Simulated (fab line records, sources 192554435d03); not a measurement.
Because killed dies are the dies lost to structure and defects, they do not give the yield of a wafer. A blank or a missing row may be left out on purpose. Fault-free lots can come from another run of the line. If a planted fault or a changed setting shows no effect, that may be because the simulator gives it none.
Chamber matching / flow n5-finfet / N5_BEOL_M2_STRIP_36 on rie-diel-04: 4 sister chambers
The step strips in N2/H2. 8 wafers are shown with their chamber, then 8 later ones without.

WAFERS WITH THEIR CHAMBER
wafer=L076.3; chamber=0; throttle-valve-pct (%)=23.51; showerhead-plenum-p-Torr (Torr)=2.48
wafer=L076.6; chamber=0; throttle-valve-pct (%)=23.52; showerhead-plenum-p-Torr (Torr)=2.48
wafer=L080.5; chamber=2; throttle-valve-pct (%)=23.15; showerhead-plenum-p-Torr (Torr)=2.56
wafer=L080.6; chamber=1; throttle-valve-pct (%)=24.11; showerhead-plenum-p-Torr (Torr)=2.47
wafer=L085.1; chamber=2; throttle-valve-pct (%)=23.15; showerhead-plenum-p-Torr (Torr)=2.55
wafer=L085.4; chamber=3; throttle-valve-pct (%)=23.81; showerhead-plenum-p-Torr (Torr)=2.70
wafer=L085.5; chamber=1; throttle-valve-pct (%)=24.12; showerhead-plenum-p-Torr (Torr)=2.46
wafer=L088.2; chamber=3; throttle-valve-pct (%)=23.81; showerhead-plenum-p-Torr (Torr)=2.70

WAFERS WITHOUT THEIR CHAMBER
wafer=L088.3; throttle-valve-pct (%)=23.23; showerhead-plenum-p-Torr (Torr)=2.47
wafer=L088.5; throttle-valve-pct (%)=24.12; showerhead-plenum-p-Torr (Torr)=2.46
wafer=L089.1; throttle-valve-pct (%)=23.17; showerhead-plenum-p-Torr (Torr)=2.55
wafer=L089.3; throttle-valve-pct (%)=23.21; showerhead-plenum-p-Torr (Torr)=2.47
wafer=L089.4; throttle-valve-pct (%)=23.84; showerhead-plenum-p-Torr (Torr)=2.70
wafer=L091.1; throttle-valve-pct (%)=23.86; showerhead-plenum-p-Torr (Torr)=2.70
wafer=L091.2; throttle-valve-pct (%)=23.25; showerhead-plenum-p-Torr (Torr)=2.47
wafer=L091.4; throttle-valve-pct (%)=23.18; showerhead-plenum-p-Torr (Torr)=2.55

EACH ONE'S CHAMBER
wafer=L088.3; from the rows above=2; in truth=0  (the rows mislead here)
wafer=L088.5; from the rows above=1; in truth=1
wafer=L089.1; from the rows above=2; in truth=2
wafer=L089.3; from the rows above=2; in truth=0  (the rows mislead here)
wafer=L089.4; from the rows above=3; in truth=3
wafer=L091.1; from the rows above=3; in truth=3
wafer=L091.2; from the rows above=2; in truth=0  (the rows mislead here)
wafer=L091.4; from the rows above=2; in truth=2
5 of 8 placed correctly. Can't be placed from these rows: 0. 3 placed wrongly.
How it was worked out, from the rows above alone: a wafer's distance from a chamber is the root of the sum, over the readings, of the square of ((its reading less the chamber's mean) divided by the reading's scatter). The wafer belongs to the nearest chamber; if the next one is less than 2 further off, it can't be placed. For every chamber, the mean is computed from those of its wafers that are shown. The scatter: the root of (the sum of the squares of (reading less its chamber's mean) over the shown wafers, divided by (wafers less chambers)).
